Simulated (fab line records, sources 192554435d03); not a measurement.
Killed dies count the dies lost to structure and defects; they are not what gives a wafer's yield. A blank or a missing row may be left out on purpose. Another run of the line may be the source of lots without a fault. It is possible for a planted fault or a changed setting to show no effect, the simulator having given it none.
Split-lot experiment -- flow n5-finfet -- 21 wafers read from 7 lots, route of 1938 steps

== THE SPLIT ITSELF ==
At N5_BEOL_M4_COAT_62 (time 60 s, resist thk 12 nm), the setting spin-rpm was moved away from the recipe's 1500 rpm on 9 of the 21 wafers read, by -10.2% to +10.9%. This setting was run at the recipe's value on the other wafers.

== FROM THE SPLIT TO THE READING: what the file shows between them, 4 steps ==
- N5_BEOL_M4_COAT_73: time 60 s, resist thk 5 nm
- N5_BEOL_M4_COAT_05: resist thk 30 nm
- N5_BEOL_M4_DESCUM_16: chemistry O2, time 7 s
- N5_BEOL_M4_ETCH_74: etches underlayer in N2/H2, target depth 6.5 nm, time 5.2 s

== THE READING ==
etch.depth-nm (the simulator's own value, which no gauge read), in nm, at N5_BEOL_M4_ETCH_63 (etches SiARC in CF4, target depth 15.6 nm, time 26 s). The file gives no usual value for it. Average 12.00 nm, standard deviation 0.025 nm, over the 12 wafers here run with the recipe.

wafer,"tool, chamber at the split","spin-rpm as run, rpm",against the recipe,"etch.depth-nm, nm",against lot-mates on the recipe
L074.3,"litho-track-03, 0",1500,recipe,12.03,-
L074.4,"litho-track-03, 0",1432,-4.5%,12.3,+0.27
L074.6,"litho-track-03, 0",1432,-4.5%,12.31,+0.28
L075.2,"litho-track-04, 0",1347,-10.2%,12.66,+0.68
L075.3,"litho-track-04, 0",1347,-10.2%,12.64,+0.66
L075.5,"litho-track-04, 0",1500,recipe,11.98,-
L086.2,"litho-track-04, 0",1647,+9.8%,11.5,-0.54
L086.5,"litho-track-04, 0",1647,+9.8%,11.49,-0.55
L086.6,"litho-track-04, 0",1500,recipe,12.04,-
L088.1,"litho-track-03, 0",1500,recipe,11.96,-
L088.3,"litho-track-03, 0",1654,+10.3%,11.39,-0.59
L088.5,"litho-track-03, 0",1500,recipe,12,-
L089.1,"litho-track-04, 0",1500,recipe,12.02,-
L089.3,"litho-track-04, 0",1663,+10.9%,11.41,-0.61
L089.4,"litho-track-04, 0",1663,+10.9%,11.41,-0.61
L092.1,"litho-track-01, 0",1500,recipe,12.01,-
L092.4,"litho-track-01, 0",1500,recipe,12.03,-
L092.6,"litho-track-01, 0",1500,recipe,11.97,-
L097.1,"litho-track-01, 0",1500,recipe,11.99,-
L097.3,"litho-track-01, 0",1500,recipe,12.01,-
L097.4,"litho-track-01, 0",1500,recipe,11.98,-

THE FIT
A straight line over all 21 wafers: etch.depth-nm changes by -0.0581 nm for each +1% of spin-rpm; r = -1.00; the points scatter about the line by 0.034 nm.
The same after taking each lot's own level away (the mean of its wafers on the recipe; 21 wafers): -0.0594 nm for each +1%; r = -1.00; scatter 0.026 nm.
Per that fit: largest spin-rpm move, reading shift of 0.65 nm.
Measured against the standard deviation above, the lots' own levels, which go from 11.980 to 12.040 nm, span 2.4 times it.
The two slopes agree, so the slope changes little with the lot-to-lot level.
Check: -0.635 nm against its lot-mates is what the line predicts for one of the wafers moved furthest among these (+10.9%) when that wafer is left out of the fit. Against them it came out at -0.61 nm.

== THESE WAFERS: OTHER SPLITS ==
Note: prior to the reading, these wafers also went through further splits. Each is held against what the fit with the lots' levels taken away leaves over:
other split on the same wafers,wafers away from the commonest value,r with etch.depth-nm (lot level and that fit taken away)
N5_BEOL_M2_ETCH_74 source-w,6,+0.39
N5_BEOL_M3_COAT_68 spin-rpm,8,+0.40
N5_BEOL_M3_ETCH_77 h2-flow-sccm,5,+0.02

== THE WHOLE CHAIN: every reading that the file lists as answering this split, in the file's order ==
step,what it does,reading,change (the file's fit),r (the file's)
N5_BEOL_M4_COAT_62,"time 60 s, resist thk 12 nm","SiARC_of_BEOL_M4_COAT_62.thk-nm (the simulator's own value, which no gauge read)",-0.0574 nm for each +1% of the setting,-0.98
N5_BEOL_M4_ETCH_63,"etches SiARC in CF4, target depth 15.6 nm, time 26 s","etch.depth-nm (the simulator's own value, which no gauge read)",-0.0587 nm for each +1% of the setting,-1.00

== THE FILE'S OWN FIT ==
etch.depth-nm changes by -0.0587 nm for each +1% of spin-rpm, r = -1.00.
